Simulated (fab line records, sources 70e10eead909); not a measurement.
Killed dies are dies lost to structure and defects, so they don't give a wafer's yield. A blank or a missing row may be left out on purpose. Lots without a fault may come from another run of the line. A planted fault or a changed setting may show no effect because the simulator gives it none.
A struck lot beside a sound one | flow nand_harc | 14 steps out of a route of 1302
Sound: wafers L193.2, L193.4, L193.5. Struck: wafers L204.1, L204.2, L204.6. The cause comes at the end.
At each step with rows: each side's tool, then ch and its chambers, then its first start. Under that, the readings that differ: sound wafers | struck wafers | difference of the means | sigmas: that difference in standard deviations of wafers without a fault.
alike: readings whose means differ by less than 2 such deviations, and words and numbers that are the same on both sides. not compared: withheld readings, readings that some wafer has no value for, bounds like >300 that may hide the same value, and numbers for which the record gives no deviation and whose values overlap.
The two part at a step that has a row with sigmas, a row that says differs or no value, or rows on one side only. Numbers that don't overlap but have no deviation are shown without sigmas and don't part them. A reading that every wafer of one side lacks parts them only if that side has two wafers or more.

NHARC_A_CHANNEL_HOLE_D2_ETCH_44: etches the open film in CF4/O2, target depth 140 nm, overetch 14 nm, time 77 s.
  sound on rie_diel-06 ch 1,3, day 13 15:26; struck on rie_diel-06 ch 1,3, day 18 12:02
  alike: cf4_flow_sccm, drypump_motor_current_A, o2_flow_sccm, oes_product_au, rf_vpp_V, showerhead_plenum_p_Torr, throttle_valve_pct
  not compared: rf_hours_counter_h
NHARC_A_CHANNEL_HOLE_D2_STRIP_28: strips in O2.
  sound on rie_diel-06 ch 2,3; struck on rie_diel-06 ch 1,3
  alike: drypump_motor_current_A, o2_flow_sccm, oes_product_au, rf_vpp_V, showerhead_plenum_p_Torr, throttle_valve_pct
  not compared: rf_hours_counter_h
then, 2 steps without rows for these wafers: NHARC_A_CHANNEL_HOLE_D2_PRECLEAN_29 (cleans in SC1); NHARC_A_CHANNEL_HOLE_D2_SRD_30.
NHARC_A_CHANNEL_HOLE_D2_CD_MEAS_31:
  sound on cd_sem-03, day 13 16:14; struck on cd_sem-01, day 18 12:50
  alike: cd_nm
NHARC_A_CHANNEL_HOLE_D2_XSEM_32:
  sound on xsem-01 ch 0, day 13 16:20; struck on xsem-01 ch 0, day 18 12:55
  reading            | sound          | struck         | difference | sigmas
  tilt_deg (degrees) | 0.00 0.01 0.00 | 0.07 0.08 0.08 | +0.07      | +2
  alike: bot_cd_nm, bow_nm
NHARC_A_CHANNEL_HOLE_D2_INSPECT_40:
  sound on defect_inspect-02, day 13 16:25; struck on defect_inspect-02, day 18 13:01
  alike: raw_defect_count
then, 2 steps without rows for these wafers: NHARC_A_CHANNEL_FILL_D2_PRECLEAN_00 (cleans in SC1); NHARC_A_CHANNEL_FILL_D2_SRD_01.
NHARC_A_CHANNEL_FILL_D2_ALD_02: deposits SiO2, target thk 6 nm, pulse time 10 s, ald cycles 60.
  sound on ald_hk-02 ch 1,3, day 13 16:37; struck on ald_hk-04 ch 0,1,3, day 18 13:17
  alike: heater_power_w, precursor_pulse_height_rel, susceptor_temp_C
then, 2 steps without rows for these wafers: NHARC_A_CHANNEL_FILL_D2_ALD_03 (deposits SiNx, target thk 6 nm, pulse time 60 s, ald cycles 58); NHARC_A_CHANNEL_FILL_D2_ALD_14 (deposits SiO2, target thk 2.5 nm, pulse time 10 s, ald cycles 25).
NHARC_A_CHANNEL_FILL_D2_ALD_15: deposits SiNx, target thk 2 nm, pulse time 60 s, ald cycles 19.
  sound on ald_sin_batch-03 ch 0, day 14 02:41; struck on ald_sin_batch-02 ch 0, day 18 23:19
  reading              | sound             | struck            | difference | sigmas
  susceptor_temp_C (C) | 629.7 629.7 629.8 | 606.4 606.1 606.8 | -23.3      | -75
  alike: precursor_pulse_height_rel
NHARC_A_CHANNEL_FILL_D2_ALD_16: deposits SiO2, target thk 1.5 nm, pulse time 10 s, ald cycles 15.
  sound on ald_hk-03 ch 2,3, day 14 04:46; struck on ald_hk-03 ch 0,1, day 19 01:22
  alike: heater_power_w, precursor_pulse_height_rel, susceptor_temp_C

WHERE THEY PART
First at NHARC_A_CHANNEL_HOLE_D2_XSEM_32; last, within this record, at NHARC_A_CHANNEL_FILL_D2_ALD_15. Later steps at which nothing parts them and some readings are alike: NHARC_A_CHANNEL_FILL_D2_ALD_16.

WHY: what the simulator had put in
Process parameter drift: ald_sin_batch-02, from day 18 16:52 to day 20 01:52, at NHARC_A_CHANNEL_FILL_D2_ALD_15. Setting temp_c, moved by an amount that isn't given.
